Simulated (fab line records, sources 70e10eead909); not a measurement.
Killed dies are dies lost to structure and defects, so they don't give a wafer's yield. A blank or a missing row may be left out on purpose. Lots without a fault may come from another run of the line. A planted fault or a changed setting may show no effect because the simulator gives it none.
A struck lot beside a sound one | flow nand_harc | 14 steps out of a route of 1302
Sound: wafers L329.3, L329.4, L329.6. Struck: wafers L347.2, L347.4, L347.5. The cause comes at the end.
At each step with rows: each side's tool, then ch and its chambers, then its first start. Under that, the readings that differ: sound wafers | struck wafers | difference of the means | sigmas: that difference in standard deviations of wafers without a fault.
alike: readings whose means differ by less than 2 such deviations, and words and numbers that are the same on both sides. not compared: withheld readings, readings that some wafer has no value for, bounds like >300 that may hide the same value, and numbers for which the record gives no deviation and whose values overlap.
The two part at a step that has a row with sigmas, a row that says differs or no value, or rows on one side only. Numbers that don't overlap but have no deviation are shown without sigmas and don't part them. A reading that every wafer of one side lacks parts them only if that side has two wafers or more.

NHARC_A_ZERO_WELL_INSPECT_17:
  sound on defect_inspect-01, day 7 13:23; struck on defect_inspect-02, day 15 03:55
  alike: raw_defect_count
then, 3 steps without rows for these wafers: NHARC_A_SOURCE_PLATE_PRECLEAN_00 (cleans in HF-LAST, time 60 s); NHARC_A_SOURCE_PLATE_SRD_01; NHARC_A_SOURCE_PLATE_OXIDE_02 (material SiO2, target thk 10 nm, ox time 1362 s).
NHARC_A_SOURCE_PLATE_THK_MEAS_09: measures by ellipsometry.
  sound on film_metro-02, day 7 20:42; struck on film_metro-02, day 15 11:11
  alike: thk_nm
then, 3 steps without rows for these wafers: NHARC_A_SOURCE_PLATE_PVD_04 (deposits WSi2, target thk 50 nm); NHARC_A_SOURCE_PLATE_CVD_03 (deposits poly-Si, target thk 200 nm, time 4000 s); NHARC_A_SOURCE_PLATE_ANNEAL_05 (time 1800 s).
NHARC_A_SOURCE_PLATE_THK_MEAS_06: measures by ellipsometry.
  sound on film_metro-01, day 8 09:47; struck on film_metro-02, day 16 01:31
  alike: thk_nm
NHARC_A_SOURCE_PLATE_INSPECT_08:
  sound on defect_inspect-01, day 8 09:53; struck on defect_inspect-02, day 16 01:34
  alike: raw_defect_count
NHARC_A_ONON_D1_DEP_00: target thk 1000 nm.
  sound on pecvd_onon-03 ch 0, day 8 10:04; struck on pecvd_onon-03 ch 0, day 16 01:42
NHARC_A_ONON_D1_THK_MEAS_02: measures by ellipsometry.
  sound on film_metro-02, day 8 10:27; struck on film_metro-02, day 16 02:09
  reading     | sound         | struck         | difference | sigmas
  thk_nm (nm) | 1002 1001 999 | 1471 1469 1469 | +469       | +39
then, 1 step without rows for these wafers: NHARC_A_ONON_D1_DEP_03 (target thk 1000 nm).
-- the record jumps here: 17 days lie between the struck wafers' starts before and after (it left off in module A_ONON_D1 and takes up again in module END, whose first step shown is number 1302 of the route) --
NHARC_END_SORT_01:
  the record has rows for the struck wafers here (prober-01 ch 0, day 32 18:34) and none for the sound ones

WHERE THEY PART
First at NHARC_A_ONON_D1_THK_MEAS_02; last, within this record, at NHARC_END_SORT_01.

WHY: what the simulator had put in
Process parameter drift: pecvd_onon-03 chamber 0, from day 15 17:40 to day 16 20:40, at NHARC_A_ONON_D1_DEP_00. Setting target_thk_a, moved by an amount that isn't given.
